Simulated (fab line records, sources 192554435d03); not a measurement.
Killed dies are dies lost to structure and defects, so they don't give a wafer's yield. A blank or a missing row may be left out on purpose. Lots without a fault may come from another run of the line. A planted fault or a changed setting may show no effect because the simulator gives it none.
Which tool did it? | flow n5_finfet | 9 lots, 26 wafers sampled, at 6 steps of a route of 1938

WHAT THE GAUGES READ, wafer by wafer
N5_FIN_SAQP_THK_MEAS_05. Usual: thk_nm 38.0 nm, standard deviation 0.49.
lot  | measured    | on            | thk_nm (nm)    | flag
L702 | day 1 20:34 | film_metro-01 | 37.3 38.3 38.5 |
L706 | day 2 20:38 | film_metro-01 | 37.3 37.9 38.0 |
L707 | day 3 02:47 | film_metro-02 | 37.3 37.3 38.6 |
L711 | day 4 02:59 | film_metro-01 | 39.5 38.3 38.0 |
L713 | day 4 15:02 | film_metro-02 | 39.1 39.5      |
L719 | day 6 03:08 | film_metro-01 | 37.5 37.1 37.6 |
L721 | day 6 15:35 | film_metro-01 | 37.9 37.8 37.6 |
L724 | day 7 10:00 | film_metro-02 | 37.3 37.2 37.7 |
L725 | day 7 14:53 | film_metro-02 | 38.1 38.8 39.0 |

N5_BEOL_M4_RC_MEAS_101. Usual: DIBL_N 36.5 mV/V, standard deviation 1.4; DIBL_P 36.9 mV/V, standard deviation 1.7; IOFF_N 0.163 nA/um, standard deviation 0.023; IOFF_P 0.22 nA/um, standard deviation 0.032; ION_N 673 uA/um, standard deviation 9; ION_P 462 uA/um, standard deviation 7.5; SS_N 71.6 mV/dec, standard deviation 0.54; SS_P 73.4 mV/dec, standard deviation 0.62; VT_N 249.8 mV, standard deviation 2.8; VT_P -250 mV, standard deviation 3.5.
lot  | measured     | on        | DIBL_N (mV/V)  | DIBL_P (mV/V)  | IOFF_N (nA/um)    | IOFF_P (nA/um) | ION_N (uA/um) | ION_P (uA/um) | SS_N (mV/dec)  | SS_P (mV/dec)  | VT_N (mV)         | VT_P (mV)      | flag
L702 | day 7 20:49  | prober-02 | 35.6 36.6 35.5 | 35.4 36.4 35.4 | 0.143 0.167 0.149 | 0.19 0.20 0.19 | 663 665 674   | 459 450 461   | 71.8 72.1 71.7 | 73.3 73.2 72.7 | 252.3 249.5 251.7 | -255 -253 -255 |
L706 | day 8 20:10  | prober-01 | 37.6 37.0 36.0 | 36.9 35.2 35.0 | 0.182 0.159 0.147 | 0.29 0.25 0.25 | 679 663 675   | 470 466 472   | 71.9 72.1 71.5 | 72.8 73.0 72.7 | 247.3 249.2 251.0 | -242 -245 -243 |
L707 | day 9 18:32  | prober-02 | 37.1 38.0 38.9 | 37.7 39.2 40.3 | 0.158 0.177 0.197 | 0.21 0.23 0.26 | 673 682 686   | 458 465 460   | 71.7 71.6 72.0 | 73.4 73.7 74.4 | 250.3 247.7 247.2 | -253 -250 -249 |
L711 | day 10 00:04 | prober-02 | 33.5 35.0 35.0 | 33.9 37.2 36.4 | 0.111 0.146 0.137 | 0.14 0.18 0.17 | 641 671 670   | 441 453 453   | 70.9 71.8 71.4 | 72.3 72.6 73.4 | 257.2 250.6 253.7 | -258 -256 -256 |
L713 | day 11 06:55 | prober-02 | 36.9 36.1      | 38.3 37.6      | 0.180 0.170       | 0.21 0.21      | 679 662       | 458 455       | 71.2 72.2      | 74.0 73.1      | 246.1 247.5       | -253 -251      |
L719 | day 12 12:41 | prober-02 | 36.8 36.8 37.8 | 38.5 38.7 40.1 | 0.174 0.182 0.198 | 0.21 0.24 0.25 | 686 684 688   | 462 470 467   | 71.9 71.7 72.4 | 73.5 73.6 73.6 | 247.8 248.8 244.6 | -251 -248 -246 |
L721 | day 12 13:56 | prober-01 | 33.6 35.3 33.0 | 35.0 36.8 34.3 | 0.123 0.146 0.114 | 0.19 0.21 0.18 | 658 678 657   | 461 464 461   | 70.9 71.4 71.1 | 72.6 73.4 73.1 | 255.1 253.1 255.0 | -251 -252 -256 |
L724 | day 13 21:52 | prober-02 | 37.4 35.0 37.4 | 36.8 33.4 36.2 | 0.154 0.117 0.156 | 0.21 0.16 0.20 | 669 668 664   | 464 456 455   | 71.8 71.4 71.9 | 73.0 72.8 73.4 | 251.2 254.7 252.8 | -249 -253 -249 |
L725 | day 13 15:49 | prober-02 | 37.3 38.3 37.7 | 36.0 37.0 35.6 | 0.184 0.213 0.183 | 0.25 0.29 0.25 | 675 673 673   | 464 460 462   | 71.8 71.7 72.7 | 73.7 74.9 74.1 | 246.7 245.4 249.9 | -246 -246 -247 |

WHICH TOOL RAN EACH LOT (tool, then ch and the chambers of the sampled wafers, then the start)
lot  | N5_PMOS_HMC_CHANNEL_EPI_HM_DEP_34 | N5_FIN_SAQP_HM_DEP_03          | N5_FIN_SAQP_PECVD_48           | N5_FIN_SAQP_HM_DEP_72
L702 | pecvd-04 ch 0,1,2, day 1 16:48    | pecvd-02 ch 0,2, day 1 20:29   | pecvd-01 ch 1,2, day 1 20:39   | pecvd-03 ch 0,2, day 1 20:49
L706 | pecvd-04 ch 0,2, day 2 16:43      | pecvd-03 ch 0,2, day 2 20:31   | pecvd-02 ch 0,1, day 2 20:44   | pecvd-03 ch 0,2, day 2 20:56
L707 | pecvd-03 ch 0,2, day 2 22:52      | pecvd-03 ch 0,1,2, day 3 02:41 | pecvd-02 ch 0,2, day 3 02:52   | pecvd-01 ch 0,2, day 3 03:01
L711 | pecvd-04 ch 0,1, day 3 23:07      | pecvd-03 ch 0,1,2, day 4 02:55 | pecvd-03 ch 0,2, day 4 03:04   | pecvd-03 ch 0,1, day 4 03:14
L713 | pecvd-04 ch 1,2, day 4 11:00      | pecvd-03 ch 0,2, day 4 14:56   | pecvd-01 ch 0,1, day 4 15:07   | pecvd-02 ch 1,2, day 4 15:16
L719 | pecvd-03 ch 0,1, day 5 23:05      | pecvd-01 ch 0,2, day 6 03:04   | pecvd-03 ch 0,2, day 6 03:13   | pecvd-02 ch 0,2, day 6 03:23
L721 | pecvd-04 ch 0,1, day 6 11:03      | pecvd-02 ch 0,1,2, day 6 15:30 | pecvd-03 ch 0,1,2, day 6 15:40 | pecvd-01 ch 0,1,2, day 6 15:50
L724 | pecvd-03 ch 0,1, day 7 05:11      | pecvd-02 ch 0,1,2, day 7 09:54 | pecvd-03 ch 0,1, day 7 10:05   | pecvd-01 ch 1,2, day 7 10:15
L725 | pecvd-01 ch 0,1, day 7 10:46      | pecvd-02 ch 0,2, day 7 14:47   | pecvd-03 ch 0,1,2, day 7 14:58 | pecvd-01 ch 0,2, day 7 15:07
- N5_PMOS_HMC_CHANNEL_EPI_HM_DEP_34: deposits SiO2 from TEOS/O2, target thk 36 nm, time 6.9 s.
- N5_FIN_SAQP_HM_DEP_03: deposits SiNx from SiH4/NH3/N2, target thk 38 nm, time 33.6 s.
- N5_FIN_SAQP_PECVD_48: deposits SiNx from SiH4/NH3/N2, target thk 25 nm, time 22.1 s.
- N5_FIN_SAQP_HM_DEP_72: deposits SiO2 from SiH4/N2O, target thk 12 nm, time 7.2 s.

WHAT THE TOOLS THEMSELVES READ (means of the sampled wafers that have a number; where no wafer has one, the mark that the record gives instead)
N5_PMOS_HMC_CHANNEL_EPI_HM_DEP_34. Usual: heater_power_w 603 W, standard deviation 110; rf_fwd_power_W 886 W, standard deviation 6.5; showerhead_plenum_p_Torr 8.35 Torr, standard deviation 0.044; throttle_valve_pct 18.8 %, standard deviation 1.2.
lot  | tool     | heater_power_w (W) | rf_fwd_power_W (W) | showerhead_plenum_p_Torr (Torr) | throttle_valve_pct (%) | flag
L702 | pecvd-04 | 558                | 894                | 8.35                            | 18.2                   |
L706 | pecvd-04 | 538                | 894                | 8.31                            | 17.4                   |
L707 | pecvd-03 | 587                | 882                | 8.35                            | 19.4                   |
L711 | pecvd-04 | 500                | 893                | 8.38                            | 18.7                   |
L713 | pecvd-04 | 539                | 895                | 8.33                            | 18.2                   |
L719 | pecvd-03 | 578                | 887                | 8.40                            | 18.8                   |
L721 | pecvd-04 | 518                | 893                | 8.36                            | 19.2                   |
L724 | pecvd-03 | 680                | 881                | 8.38                            | 17.8                   |
L725 | pecvd-01 | 621                | 886                | 8.34                            | 19.6                   |

N5_FIN_SAQP_HM_DEP_03. Usual: heater_power_w 766 W, standard deviation 100; rf_fwd_power_W 297.7 W, standard deviation 1.3; showerhead_plenum_p_Torr 5.13 Torr, standard deviation 0.087; throttle_valve_pct 40.1 %, standard deviation 2.4.
lot  | tool     | heater_power_w (W) | rf_fwd_power_W (W) | showerhead_plenum_p_Torr (Torr) | throttle_valve_pct (%) | flag
L702 | pecvd-02 | 735                | 297.5              | 5.10                            | 41.0                   |
L706 | pecvd-03 | 760                | 297.6              | 5.21                            | 42.1                   |
L707 | pecvd-03 | 829                | 297.4              | 5.19                            | 39.6                   |
L711 | pecvd-03 | 905                | 297.2              | 5.19                            | 39.5                   |
L713 | pecvd-03 | 790                | 298.0              | 5.17                            | 41.9                   |
L719 | pecvd-01 | 801                | 297.9              | 5.09                            | 40.7                   |
L721 | pecvd-02 | 701                | 298.9              | 5.10                            | 39.4                   |
L724 | pecvd-02 | 745                | 298.9              | 5.10                            | 39.6                   |
L725 | pecvd-02 | 769                | 298.4              | 5.16                            | 41.0                   |

N5_FIN_SAQP_PECVD_48. Usual: heater_power_w 804 W, standard deviation 120; rf_fwd_power_W 296.5 W, standard deviation 1.6; showerhead_plenum_p_Torr 5.16 Torr, standard deviation 0.089; throttle_valve_pct 39.9 %, standard deviation 2.8.
lot  | tool     | heater_power_w (W) | rf_fwd_power_W (W) | showerhead_plenum_p_Torr (Torr) | throttle_valve_pct (%) | flag
L702 | pecvd-01 | 834                | 298.3              | 5.13                            | 41.3                   |
L706 | pecvd-02 | 775                | 297.9              | 5.17                            | 41.2                   |
L707 | pecvd-02 | 736                | 297.2              | 5.09                            | 38.4                   |
L711 | pecvd-03 | 737                | 296.1              | 5.21                            | 42.1                   |
L713 | pecvd-01 | 841                | 296.1              | 5.16                            | 41.9                   |
L719 | pecvd-03 | 760                | 296.4              | 5.14                            | 41.8                   |
L721 | pecvd-03 | 873                | 296.5              | 5.19                            | 40.0                   |
L724 | pecvd-03 | 813                | 297.2              | 5.26                            | 40.4                   |
L725 | pecvd-03 | 817                | 295.8              | 5.18                            | 39.9                   |

N5_FIN_SAQP_HM_DEP_72. Usual: heater_power_w 812 W, standard deviation 110; rf_fwd_power_W 272.7 W, standard deviation 1.4; showerhead_plenum_p_Torr 8.14 Torr, standard deviation 0.15.
lot  | tool     | heater_power_w (W) | rf_fwd_power_W (W) | showerhead_plenum_p_Torr (Torr) | flag
L702 | pecvd-03 | 752                | 272.3              | 8.28                            |
L706 | pecvd-03 | 757                | 270.6              | 8.14                            |
L707 | pecvd-01 | 771                | 272.5              | 8.12                            |
L711 | pecvd-03 | 989                | 272.1              | 8.33                            |
L713 | pecvd-02 | 624                | 271.6              | 7.94                            |
L719 | pecvd-02 | 725                | 275.0              | 8.18                            |
L721 | pecvd-01 | 850                | 273.1              | 8.13                            |
L724 | pecvd-01 | 904                | 272.5              | 8.07                            |
L725 | pecvd-01 | 802                | 272.4              | 8.12                            |

THE ANSWER, worked out from the rows above alone
Rule: a lot is off if the mean of its wafers that have a number lies more than 3 standard deviations from the usual mean. A lot without any number at a reading at which 4 lots or more have one is off too. The other lots that the step has rows for count as sound. The gauges are gone through in route order, then the tools' own readings, and for those a lot's mean is taken as printed above. The first step at which some lot is off is used, and at that step the reading that is off furthest; a lot without a number counts as furthest.
No lot is off at any reading shown: from this, nothing can be told.

WHAT THE SIMULATOR HAD PUT IN
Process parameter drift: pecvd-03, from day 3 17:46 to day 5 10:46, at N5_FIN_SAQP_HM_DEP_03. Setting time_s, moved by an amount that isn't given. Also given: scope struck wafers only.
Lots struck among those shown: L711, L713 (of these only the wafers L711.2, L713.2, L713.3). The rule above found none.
